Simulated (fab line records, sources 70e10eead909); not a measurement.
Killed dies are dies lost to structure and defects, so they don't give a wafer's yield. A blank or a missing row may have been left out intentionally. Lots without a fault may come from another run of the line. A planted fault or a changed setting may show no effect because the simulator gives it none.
Which tool did it? -- flow nandHarc -- 13 lots, 39 wafers sampled, at 5 steps of a route of 1159

== WHAT THE GAUGES SHOWED, per wafer ==
NHARC_A_CHANNEL_FILL_D1_THK_MEAS_06: measures by ellipsometry.
lot,measured,on,thkNm (nm)
L875,day 10 14:32,filmMetro-02,4.2 5.2 5.0
L876,day 10 22:53,filmMetro-02,4.1 4.0 6.3
L878,day 10 22:53,filmMetro-01,3.8 5.5 6.1
L877,day 11 02:41,filmMetro-01,5.3 4.1 6.1
L879,day 11 08:59,filmMetro-01,6.6 4.6 6.1
L881,day 11 15:27,filmMetro-01,4.3 6.7 6.8
L884,day 12 15:36,filmMetro-02,5.0 4.3 4.1
L889,day 14 05:23,filmMetro-01,4.3 6.1 5.3
L891,day 14 05:23,filmMetro-02,3.2 5.2 5.6
L890,day 14 13:35,filmMetro-01,3.6 4.6 6.3
L892,day 14 13:35,filmMetro-02,3.4 4.2 4.9
L895,day 14 23:56,filmMetro-02,4.6 4.5 4.7
L897,day 16 02:06,filmMetro-02,4.5 3.4 4.4

NHARC_END_SORT_01.
lot,measured,on,killedAtArray,killedAtOther,killedAtPeriphery,killedDies,killedOpen,killedShort
L881,day 21 05:08,prober-01,20 15 15,0 0 1,5 3 1,25 18 17,3 3 3,6 0 4
L884,day 22 00:27,prober-02,17,1,1,19,3,2
L897,day 25 11:10,prober-01,23 12 23,0 0 0,2 0 2,25 12 25,2 0 3,1 0 3

== WHAT TOOL EACH LOT RAN ON (gives the tool, then ch and the chambers of the sampled wafers, and finally the start) ==
lot,NHARC_A_CHANNEL_FILL_D1_ETCHBACK_08,NHARC_A_CHANNEL_FILL_D1_STRIP_29,NHARC_A_STAIRCASE_DEP_156
L875,"rieDiel-06 ch 0,1,2, day 11 03:06 or earlier","rieDiel-06 ch 0,1, day 11 03:06 or earlier","pecvd-04 ch 0,1,2, day 11 03:06"
L876,"rieDiel-03 ch 0,1,2, day 11 11:07 or earlier","rieDiel-03 ch 0,1,2, day 11 11:07 or earlier","pecvd-04 ch 0,1,2, day 11 11:07"
L878,"rieDiel-07 ch 1,3, day 11 04:43 or earlier","rieDiel-07 ch 1,3, day 11 04:43","pecvd-02 ch 1,2, day 11 11:19"
L877,"rieDiel-03 ch 0,1,3, day 11 15:15 or earlier","rieDiel-03 ch 1,2,3, day 11 15:15 or earlier","pecvd-02 ch 0,1, day 11 15:15"
L879,"rieDiel-03 ch 0,1, day 11 22:17 or earlier","rieDiel-03 ch 1,2,3, day 11 22:17 or earlier","pecvd-04 ch 0,1, day 11 22:17"
L881,"rieDiel-06 ch 2,3, day 12 03:38 or earlier","rieDiel-06 ch 0,2,3, day 12 03:38 or earlier","pecvd-01 ch 1,2, day 12 03:38"
L884,"rieDiel-07 ch 0,1,2, day 13 04:47 or earlier","rieDiel-07 ch 0,2,3, day 13 04:47 or earlier","pecvd-02 ch 0,1,2, day 13 04:47"
L889,"rieDiel-06 ch 0,1, day 14 17:28 or earlier","rieDiel-06 ch 0,1, day 14 17:28 or earlier","pecvd-01 ch 1,2, day 14 17:28"
L891,"rieDiel-07 ch 0,2,3, day 14 11:11 or earlier","rieDiel-07 ch 2,3, day 14 11:11","pecvd-04 ch 0,1,2, day 14 17:39"
L890,"rieDiel-07 ch 0,1,3, day 15 01:59 or earlier","rieDiel-07 ch 1,2,3, day 15 01:59 or earlier","pecvd-04 ch 1,2, day 15 01:59"
L892,"rieDiel-06 ch 0,1,2, day 15 01:49 or earlier","rieDiel-06 ch 0,1,3, day 15 01:49 or earlier","pecvd-04 ch 0,1, day 15 01:49"
L895,"rieDiel-06 ch 1,2,3, day 15 12:13 or earlier","rieDiel-06 ch 1,3, day 15 12:13 or earlier","pecvd-01 ch 1,2, day 15 12:13"
L897,"rieDiel-07 ch 1,3, day 16 14:08 or earlier","rieDiel-07 ch 2,3, day 16 14:08 or earlier","pecvd-02 ch 0,1,2, day 16 14:08"
- NHARC_A_CHANNEL_FILL_D1_ETCHBACK_08: etches the open film in C4F8, target depth 220 nm, time 110 s.
- NHARC_A_CHANNEL_FILL_D1_STRIP_29: strips in O2, time 20 s.
- NHARC_A_STAIRCASE_DEP_156: deposits SiNx, target thk 50 nm.

== AS READ BY THE TOOLS THEMSELVES (means over the sampled wafers that have a number; for cases with no such wafer, the mark the record gives instead) ==
NHARC_A_CHANNEL_FILL_D1_ETCHBACK_08.
lot,tool,oesProductAu (a.u.),rfVppV (V)
L875,rieDiel-06,1.00,439.8
L876,rieDiel-03,1.00,441.8
L878,rieDiel-07,1.00,439.6
L877,rieDiel-03,0.92,442.4
L879,rieDiel-03,0.98,440.3
L881,rieDiel-06,1.02,442.0
L884,rieDiel-07,0.93,440.5
L889,rieDiel-06,1.00,440.1
L891,rieDiel-07,1.01,442.4
L890,rieDiel-07,0.93,440.7
L892,rieDiel-06,1.00,439.0
L895,rieDiel-06,0.93,439.2
L897,rieDiel-07,0.93,441.0

NHARC_A_CHANNEL_FILL_D1_STRIP_29.
lot,tool,drypumpMotorCurrentA (A),oesProductAu (a.u.),rfVppV (V),showerheadPlenumPTorr (Torr),throttleValvePct (%)
L875,rieDiel-06,5.5,1.004,57.2,3.41,17.032
L876,rieDiel-03,5.5,0.999,57.9,3.59,17.032
L878,rieDiel-07,5.9,1.005,57.5,3.51,17.043
L877,rieDiel-03,5.8,0.990,58.4,3.69,17.034
L879,rieDiel-03,5.8,1.002,57.6,3.69,17.025
L881,rieDiel-06,5.5,1.009,57.8,3.54,17.029
L884,rieDiel-07,5.7,1.004,57.7,3.60,17.038
L889,rieDiel-06,5.5,1.008,58.2,3.41,17.037
L891,rieDiel-07,5.3,1.010,58.3,3.63,17.039
L890,rieDiel-07,5.7,1.003,57.9,3.55,17.041
L892,rieDiel-06,5.3,1.006,57.8,3.49,17.039
L895,rieDiel-06,5.7,1.007,57.6,3.43,17.040
L897,rieDiel-07,5.3,1.007,57.6,3.63,17.034

NHARC_A_STAIRCASE_DEP_156.
lot,tool,heaterPowerW (W),rfFwdPowerW (W)
L875,pecvd-04,791,446.9
L876,pecvd-04,747,447.7
L878,pecvd-02,714,448.2
L877,pecvd-02,660,449.5
L879,pecvd-04,739,448.2
L881,pecvd-01,976,447.9
L884,pecvd-02,743,423.9
L889,pecvd-01,784,447.4
L891,pecvd-04,781,449.2
L890,pecvd-04,774,449.2
L892,pecvd-04,769,447.5
L895,pecvd-01,833,449.1
L897,pecvd-02,713,446.9

== THE ANSWER, worked out from the rows above alone ==
Rule: the lots themselves supply what counts as usual. The widest of any qualifying gaps counts: lots, ordered by their means at a reading, are off when they make up no more than a third of the lots, leave a main group of 4 or more, and stand apart from it by 3 or more times the standard deviation of that group's means. A main group whose means are all the same, to the digits that the tables above print for the reading, isn't used. A lot without any number at a reading at which 4 lots or more have one is off too. Where the step has rows for the other lots, those lots are counted as sound. The gauges are gone through in route order, then the tools' own readings, and for those a lot's mean is taken as printed above. At the first step where some lot is off, the reading lying furthest off is the one used; lots without a number count as furthest.
Off: L884, at NHARC_A_STAIRCASE_DEP_156 (rfFwdPowerW). The main group: mean 448.1 W, standard deviation 0.88.
If a tool, at that step or one of the process steps before it, ran each lot that is off and ran no sound lot following the first of them, it fits. NHARC_A_CHANNEL_FILL_D1_ETCHBACK_08: start missing for some lots; hours and lot order therefore follow NHARC_A_STAIRCASE_DEP_156. NHARC_A_CHANNEL_FILL_D1_STRIP_29: start missing for some lots; hours and lot order therefore follow NHARC_A_STAIRCASE_DEP_156. None of those tried fits.

== WHAT THE SIMULATOR HAD PUT IN ==
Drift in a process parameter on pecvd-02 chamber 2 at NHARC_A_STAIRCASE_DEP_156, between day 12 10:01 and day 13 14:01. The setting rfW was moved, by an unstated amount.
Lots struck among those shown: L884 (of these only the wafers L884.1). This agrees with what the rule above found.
